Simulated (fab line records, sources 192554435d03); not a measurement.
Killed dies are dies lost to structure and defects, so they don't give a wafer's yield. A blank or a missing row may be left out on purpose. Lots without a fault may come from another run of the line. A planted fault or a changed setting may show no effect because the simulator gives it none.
fab line records | flow n5_finfet
record lots=10 wafers=30 last_day=17
route steps=1938 shown SPACER0@258 SDB@364 DUMMY_REMOVAL@377
lots that met no fault: from a run of the same line without faults
start_h: hours from the record's first day to the start of the lot's first wafer shown | wait_h: hours since the lot's step before | " the same as in the row above | L1.1+2: a row that stands for several wafers | - no value, or no start given | * or withheld: withheld | < > ~ a bound
route shown NAME@n: a module of which the file shows steps, and the number in the route of the first | usual: mean/standard deviation of fault-free wafers | same: alike in all rows | chamber/n: place in a boat | sites: the reading at each site | _std_site: their standard deviation | _edge_site: outer sites' mean less inner sites' | radius_mm: how far each site lies from the wafer's centre | mask NAME#n: copy n | behind: the tool/chamber that last shaped the wafer | hold: why the lot was held/for how many hours/how that ended | device: the transistor (n, p or np) that didn't switch | end of line: the same wafers' tests at the end of the route | a step without rows: its recipe alone | killed: dies lost to structure and defects at the first sort, not the wafer's yield | map: a wafer's dies, x killed, . not, _ none there
set.NAME: the setting as run; set.NAME@STEP: as run at that earlier step | model.NAME: the simulator's own value behind a step, which no gauge read
steps of the route over a sample of lots; a table a step, a row a wafer
services: from which hour (start_h, from the record's first day; less than 0 if before it) a tool's chamber was out of use, for how many hours, and why
## steps
# step N5_SPACER0_ALD_07
# recipe material=SiNx target_thk_a=20 temp_c=400 ald_precursor_family=SiH2I2 ald_co_reactant=N2/H2-plasma pressure_torr=2
# usual heater_power_outer_w=514/76 heater_power_w=836/96
# columns lot.wafer tool chamber start_h wait_h heater_power_outer_w heater_power_w
L336.1 ald_sin-01 0 59.73 0.1 490 870
L336.2 " 3 " " 543 911
L336.5 " 0 " " 490 858
L339.1 ald_sin-01 3 78.28 0.0 550 903
L339.4 " 0 " " 488 886
L339.5 " 0 " " 486 860
L346.3 ald_sin-04 3 123.44 0.0 504 788
L346.5 " 1 " " 613 896
L346.6 " 2 " " 645 967
L347.3 ald_sin-04 1 130.09 0.0 578 903
L347.4 " 0 " " 497 833
L347.5 " 0 " " 494 826
L348.1 ald_sin-04 2 131.41 0.0 647 966
L348.4 " 3 " " 502 783
L348.5 " 3 " " 495 790
L350.3 ald_sin-04 0 143.40 0.0 509 845
L350.4 " 2 " " 644 973
L350.5 " 3 " " 504 776
L351.2 ald_sin-04 0 148.50 0.4 499 812
L351.3 " 2 " " 638 961
L351.6 " 2 " " 640 968
L354.1 ald_sin-01 2 166.08 0.0 460 760
L354.2 " 1 " " 529 880
L354.4 " 3 " " 532 885
L356.2 ald_sin-03 3 178.30 0.0 483 812
L356.5 " 3 " " 493 830
L356.6 " 2 " " 407 671
L357.1 ald_sin-01 3 185.93 0.7 545 851
L357.4 " 0 " " 464 803
L357.6 " 2 " " 477 773
# step N5_SDB_HM_OPEN_20
# recipe chemistry=CH3F/O2 target=SiNx mask_material=SOC target_depth_a=240 stop_on=poly-Si over_etch_frac=0.4 ion_energy_ev=120 pressure_mtorr=30 source_w=395 bias_w=73 Ar_flow_sccm=150 CH3F_flow_sccm=30 O2_flow_sccm=20
# usual bias_w=72.98/0.2 drypump_motor_current_A=5.6/0.31 oes_ar_750_au=0.75/0.049 oes_product_au=0.61/0.04 rf_vpp_V=297/6.1 showerhead_plenum_p_Torr=2.00/0.068 throttle_valve_pct=16.41/0.23
# columns lot.wafer tool chamber start_h wait_h bias_w drypump_motor_current_A oes_ar_750_au oes_product_au rf_hours_counter_h rf_vpp_V showerhead_plenum_p_Torr throttle_valve_pct
L336.1 rie_diel-06 2 78.54 0.0 73.06 6.3 0.73 0.59 219 292 1.90 16.62
L336.2 " 1 " " 72.97 5.4 0.75 0.62 166 308 2.00 16.63
L336.5 " 3 " " 73.17 5.2 0.76 0.62 - 293 1.91 16.05
L339.1 rie_diel-03 1 95.26 0.0 72.94 5.3 0.74 0.61 161 288 2.07 16.28
L339.4 " 3 " " 73.18 5.9 0.90 0.76 23 301 2.11 16.07
L339.5 " 1 " " 72.98 5.3 0.74 0.61 - 288 2.07 16.26
L346.3 rie_diel-02 2 141.84 0.0 73.20 5.4 0.73 0.59 210 299 1.98 16.29
L346.5 " 1 " " 72.96 5.9 0.73 0.61 - 301 2.06 16.52
L346.6 " 0 " " 73.22 5.6 0.69 0.58 - 297 1.98 16.32
L347.3 rie_diel-06 0 147.28 0.0 72.71 5.8 0.76 0.60 165 294 2.08 16.45
L347.4 " 1 " " 72.58 5.4 0.73 0.61 192 310 1.99 16.68
L347.5 " 0 " " 72.80 5.8 0.75 0.61 - 294 2.08 16.42
L348.1 rie_diel-02 2 148.99 0.0 73.09 5.4 0.73 0.58 212 299 1.98 16.32
L348.4 " 3 " " 73.00 5.6 0.74 0.60 - 295 1.98 16.81
L348.5 " 2 " " 73.02 5.4 0.73 0.59 - 298 1.98 16.32
L350.3 rie_diel-06 2 160.36 0.0 72.91 6.3 0.71 0.57 248 291 1.89 16.70
L350.4 " 1 " " 73.28 5.5 0.73 0.60 196 310 1.99 16.68
L350.5 " 3 " " 72.96 5.2 0.73 0.61 - 294 1.91 16.09
L351.2 rie_diel-02 0 166.78 0.0 73.01 5.6 0.69 0.58 213 298 1.98 16.31
L351.3 " 1 " " 73.18 5.9 0.72 0.59 209 302 2.06 16.53
L351.6 " 1 " " 73.27 5.9 0.73 0.61 - 303 2.06 16.54
L354.1 rie_diel-06 1 183.17 0.0 73.27 5.4 0.72 0.59 207 309 1.99 16.72
L354.2 " 3 " " 72.86 5.2 0.73 0.60 169 292 1.90 16.10
L354.4 " 0 " " 73.03 5.8 0.75 0.61 - 295 2.07 16.49
L356.2 rie_diel-02 1 198.05 0.0 73.09 5.9 0.71 0.59 220 302 2.05 16.55
L356.5 " 0 " " 72.88 5.6 0.68 0.58 - 297 1.98 16.34
L356.6 " 3 " " 72.90 5.5 0.74 0.61 - 296 1.97 16.82
L357.1 rie_diel-06 1 204.04 0.0 72.78 5.4 0.72 0.59 216 310 1.99 16.70
L357.4 " 3 " " 72.98 5.2 0.72 0.60 177 292 1.90 16.13
L357.6 " 2 " " 72.81 6.3 0.97 0.80 - 296 2.14 16.15
# step N5_SDB_ETCH_25
# recipe chemistry=C4F6/O2 target=SiO2 target_depth_a=100 time_s=3.3 ion_energy_ev=250 mask_material=SiNx pressure_mtorr=30 source_w=345 bias_w=185 Ar_flow_sccm=300 C4F6_flow_sccm=10 O2_flow_sccm=10
# usual bias_w=185.1/0.54 drypump_motor_current_A=5.7/0.32 oes_ar_750_au=0.76/0.059 oes_product_au=0.76/0.059 rf_vpp_V=662/14 showerhead_plenum_p_Torr=2.85/0.098 throttle_valve_pct=21.17/0.23
# columns lot.wafer tool chamber start_h wait_h bias_w drypump_motor_current_A oes_ar_750_au oes_product_au rf_hours_counter_h rf_vpp_V showerhead_plenum_p_Torr throttle_valve_pct
L336.1 rie_diel-03 2 78.84 0.0 184.6 6.1 0.73 0.73 189 651 2.83 20.99
L336.2 " 0 " " 186.0 5.6 0.80 0.79 115 659 2.75 21.13
L336.5 " 0 " " 186.1 5.5 0.81 0.79 - 660 2.75 21.14
L339.1 rie_diel-03 2 95.56 0.0 184.5 6.1 0.74 0.73 194 651 2.83 21.01
L339.4 " 3 " " 186.1 5.9 0.90 0.89 23 672 3.00 20.89
L339.5 " 2 " " 185.1 6.1 0.73 0.72 - 653 2.83 21.01
L346.3 rie_diel-06 1 142.16 0.0 185.3 5.4 0.74 0.74 191 693 2.84 21.51
L346.5 " 1 " " 185.7 5.4 0.74 0.74 - 693 2.84 21.51
L346.6 " 0 " " 184.9 5.8 0.76 0.74 - 659 2.96 21.27
L347.3 rie_diel-06 0 147.58 0.0 185.3 5.8 0.75 0.74 165 659 2.96 21.28
L347.4 " 2 " " 184.7 6.3 0.71 0.70 244 652 2.71 21.50
L347.5 " 0 " " 184.9 5.8 0.76 0.75 - 660 2.96 21.29
L348.1 rie_diel-06 2 149.66 0.4 185.3 6.2 0.71 0.70 245 651 2.71 21.50
L348.4 " 1 " " 184.6 5.4 0.73 0.75 193 692 2.84 21.54
L348.5 " 1 " " 185.1 5.5 0.74 0.74 - 692 2.84 21.52
L350.3 rie_diel-02 1 160.66 0.0 184.5 5.9 0.73 0.74 206 675 2.92 21.33
L350.4 " 3 " " 185.2 5.6 0.74 0.74 - 660 2.82 21.62
L350.5 " 1 " " 184.4 5.9 0.73 0.73 - 674 2.92 21.32
L351.2 rie_diel-06 3 167.22 0.0 185.3 5.2 0.73 0.75 162 653 2.72 20.85
L351.3 " 1 " " 184.8 5.5 0.73 0.73 199 692 2.83 21.54
L351.6 " 0 " " 185.1 5.8 0.76 0.74 - 658 2.95 21.30
L354.1 rie_diel-02 0 183.84 0.4 185.5 5.5 0.69 0.69 218 666 2.81 21.05
L354.2 " 3 " " 185.5 5.6 0.73 0.73 211 661 2.81 21.64
L354.4 " 1 " " 184.9 5.9 0.73 0.72 214 676 2.92 21.32
L356.2 rie_diel-03 2 198.42 0.1 184.7 6.1 0.71 0.69 228 650 2.82 21.03
L356.5 " 0 " " 185.5 5.6 0.78 0.76 - 660 2.73 21.19
L356.6 " 3 " " 184.5 5.9 0.85 0.85 - 671 2.98 20.95
L357.1 rie_diel-06 3 204.34 0.0 185.0 5.2 0.72 0.73 177 658 2.71 20.88
L357.4 " 2 " " 185.9 6.3 0.97 0.96 4 663 3.04 21.04
L357.6 " 1 " " 185.5 5.4 0.71 0.72 - 692 2.83 21.55
# step N5_SDB_THK_MEAS_31
# recipe reads=a-Si_of_DUMMY_GATE_CVD_03
# usual SDB_THK=64.4/1.2
# columns lot.wafer tool chamber start_h wait_h SDB_THK[nm]
L336.1 film_metro-02 - 82.13 - 65.7
L336.2 " - " " 65.1
L336.5 " - " " 64.4
L339.1 film_metro-01 - 98.85 - 65.2
L339.4 " - " " 64.6
L339.5 " - " " 63.4
L346.3 film_metro-02 - 145.46 - 66.5
L346.5 " - " " 66.0
L346.6 " - " " 66.0
L347.3 film_metro-01 - 150.87 - 63.3
L347.4 " - " " 62.6
L347.5 " - " " 63.3
L348.1 film_metro-01 - 152.95 - 62.9
L348.4 " - " " 63.2
L348.5 " - " " 64.4
L350.3 film_metro-01 - 164.01 - 63.2
L350.4 " - " " 64.0
L350.5 " - " " 63.4
L351.2 film_metro-02 - 170.78 - 65.7
L351.3 " - " " 64.6
L351.6 " - " " 66.7
L354.1 film_metro-01 - 187.69 - 65.3
L354.2 " - " " 64.3
L354.4 " - " " 63.0
L356.2 film_metro-01 - 201.79 - 65.4
L356.5 " - " " 65.2
L356.6 " - " " 63.9
L357.1 film_metro-01 - 207.64 - 64.2
L357.4 " - " " 63.4
L357.6 " - " " 65.0
# step N5_DUMMY_REMOVAL_HM_STRIP_01
# recipe chemistry=CH3F/O2 material=SiNx target_depth_a=40 stop_on=poly-Si time_s=6.8 over_etch_frac=0.3 ion_energy_ev=60 power_w=410 bias_w=29 Ar_flow_sccm=150 CH3F_flow_sccm=30 O2_flow_sccm=20
# usual bias_w=29.00/0.085 drypump_motor_current_A=5.8/0.42 oes_product_au=0.65/0.056 rf_vpp_V=127.4/0.91 showerhead_plenum_p_Torr=2.00/0.051 throttle_valve_pct=16.32/0.15
# columns lot.wafer tool chamber start_h wait_h bias_w drypump_motor_current_A oes_product_au rf_hours_counter_h rf_vpp_V showerhead_plenum_p_Torr throttle_valve_pct
L336.1 rie_diel-05 3 82.19 0.0 29.09 6.2 0.60 192 126.2 2.06 16.27
L336.2 " 2 " " 29.05 5.3 0.67 77 127.2 2.02 16.39
L336.5 " 0 " " 29.01 5.9 0.57 - 128.5 2.05 16.58
L339.1 rie_diel-04 3 98.91 0.0 28.91 5.7 0.44 223 126.4 1.89 16.43
L339.4 " 2 " " 29.00 5.6 0.43 243 126.5 1.89 16.41
L339.5 " 1 " " 28.99 5.8 0.73 - 128.8 2.12 16.22
L346.3 rie_diel-05 3 145.54 0.1 28.96 6.2 0.59 213 127.4 2.05 16.30
L346.5 " 2 " " 28.87 5.3 0.65 - 127.6 2.01 16.44
L346.6 " 3 " " 28.98 6.2 0.58 - 127.5 2.05 16.34
L347.3 rie_diel-01 1 150.93 0.0 29.02 6.3 0.69 46 126.4 1.96 16.00
L347.4 " 2 " " 29.03 5.1 0.66 - 126.8 1.95 16.38
L347.5 " 3 " " 28.96 6.0 0.64 - 126.3 2.02 16.30
L348.1 rie_diel-05 3 153.25 0.0 29.10 6.2 0.59 215 127.6 2.05 16.33
L348.4 " 1 " " 28.99 6.1 0.65 99 126.3 1.95 16.44
L348.5 " 0 " " 28.98 5.9 0.81 - 127.8 2.05 16.14
L350.3 rie_diel-05 1 164.18 0.1 29.01 6.1 0.64 104 126.8 1.95 16.45
L350.4 " 0 " " 28.98 5.9 0.79 4 128.1 2.05 16.17
L350.5 " 3 " " 28.94 6.2 0.58 - 129.6 2.05 16.34
L351.2 rie_diel-05 1 170.84 0.0 28.96 6.1 0.65 105 128.2 1.95 16.44
L351.3 " 3 " " 28.97 6.2 0.58 221 127.2 2.05 16.34
L351.6 " 1 " " 28.83 6.1 0.64 - 126.5 1.95 16.44
L354.1 rie_diel-01 2 187.75 0.0 28.98 5.1 0.65 104 127.7 1.95 16.44
L354.2 " 1 " " 28.87 6.4 0.68 62 126.7 1.95 16.06
L354.4 " 3 " " 28.88 6.0 0.63 - 127.5 2.02 16.32
L356.2 rie_diel-05 0 201.95 0.1 29.06 5.9 0.75 16 127.8 2.04 16.16
L356.5 " 3 " " 28.97 6.2 0.57 - 127.8 2.04 16.34
L356.6 " 0 " " 28.83 5.9 0.75 - 129.4 2.04 16.19
L357.1 rie_diel-05 3 207.76 0.1 28.92 6.2 0.57 232 126.5 2.04 16.34
L357.4 " 0 " " 28.85 5.9 0.74 18 128.3 2.04 16.19
L357.6 " 0 " " 28.88 5.9 0.75 - 127.4 2.04 16.19
## services
# columns tool chamber start_h hours kind
rie_diel-05 3 36.92 2.7 repair
ald_sin-03 0 37.63 4.8 repair
rie_diel-04 1 56.27 4.2 repair
rie_diel-02 - 58.78 1.6 repair
rie_diel-05 - 60.59 0.6 repair
rie_diel-02 2 69.19 10.5 repair
rie_diel-04 0 80.56 7.8 repair
ald_sin-01 - 85.84 14.0 pm
rie_diel-01 - 98.51 2.8 pm
ald_sin-03 - 111.26 6.0 pm
rie_diel-01 3 111.79 13.2 repair
rie_diel-06 3 119.33 22.6 repair
rie_diel-01 0 123.46 131.8 repair
rie_diel-05 1 126.84 5.4 repair
ald_sin-04 1 137.93 12.3 repair
rie_diel-02 1 146.47 3.9 repair
rie_diel-01 3 154.67 14.1 repair
rie_diel-06 2 165.55 - clean
rie_diel-06 2 165.55 - consumable_replace:focus_ring
ald_sin-04 - 173.10 6.0 pm
ald_sin-04 - 179.10 14.0 pm
rie_diel-02 3 185.18 6.4 repair
rie_diel-04 0 202.29 6.5 repair
rie_diel-05 2 205.97 1.6 repair
## key
first_sign step=N5_DUMMY_REMOVAL_HM_STRIP_01 reading=oes_product_au direction=down sigmas=3.7 usual=0.65 struck=0.44
effect none on later readings
met_at N5_SPACER0_ALD_07
struck_lots L339
struck_wafers L339.1,L339.4
tester_left_out L339
not_acting_at N5_SDB_HM_OPEN_20,N5_SDB_ETCH_25,N5_SDB_THK_MEAS_31
onset_between 59.73 78.28
fault kind=process_parameter_drift tool=ald_sin-01 chamber=- onset_h=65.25 steps=N5_SPACER0_ALD_07 channel=target_thk_a offset=* shape=step end_h=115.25 scope=struck_wafers_only acts_in=* stated=*
# tester_left_out: of these lots the tester's yield and bins aren't shown, on N5 and GAA mostly nor the transistor test; their killed dies are dies lost to structure and defects alone, not to doping, threshold or leakage, so they don't give the yield
